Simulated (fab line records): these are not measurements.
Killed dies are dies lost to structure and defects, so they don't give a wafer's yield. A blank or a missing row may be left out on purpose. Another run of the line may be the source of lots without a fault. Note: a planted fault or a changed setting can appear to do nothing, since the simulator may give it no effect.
Chamber matching + flow n5Finfet + N5_GATE_CUT_CMP_43 on cmp-04: 4 sister chambers
The step polishes SiO2. 4 wafers are shown with their chamber, then 8 later ones without.

== WAFERS WITH THEIR CHAMBER ==
| wafer  | chamber | motorCurrentA (A) |
|--------|---------|-------------------|
| L077.6 | 1       | 11.5              |
| L081.4 | 3       | 12.1              |
| L090.2 | 0       | 11.0              |
| L091.2 | 2       | 13.1              |

== WAFERS WITH NO CHAMBER GIVEN ==
| wafer  | motorCurrentA (A) |
|--------|-------------------|
| L091.3 | 11.6              |
| L091.6 | 11.6              |
| L092.2 | 10.6              |
| L092.3 | 13.5              |
| L092.4 | 12.6              |
| L096.1 | 10.6              |
| L096.3 | 12.0              |
| L096.4 | 11.8              |

== THE CHAMBER EACH PASSED THROUGH ==
| wafer  | from the rows above          | in truth |
|--------|------------------------------|----------|
| L091.3 | can't be placed: 1 or 3 or 0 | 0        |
| L091.6 | can't be placed: 1 or 3 or 0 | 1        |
| L092.2 | can't be placed: 0 or 1      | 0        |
| L092.3 | 2                            | 2        |
| L092.4 | can't be placed: 2 or 3 or 1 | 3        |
| L096.1 | can't be placed: 0 or 1      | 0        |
| L096.3 | can't be placed: 3 or 1      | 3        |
| L096.4 | can't be placed: 3 or 1 or 0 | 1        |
1 of 8 placed correctly. Unplaceable from these rows: 7, with the true chamber sitting among the candidates in 7. Number placed wrongly: 0.
How it was worked out, from the rows above alone: a wafer's distance from a chamber is the root of the sum, over the readings, of the square of ((its reading less the chamber's mean) divided by the reading's scatter). If the next closest chamber is less than 2 further off than the closest, the wafer can't be placed; otherwise it belongs to the closest. For every chamber, the mean is computed from those of its wafers that are shown. The scatter: root of mean squared gap, hidden wafer to nearest shown wafer, with one shown wafer a chamber.
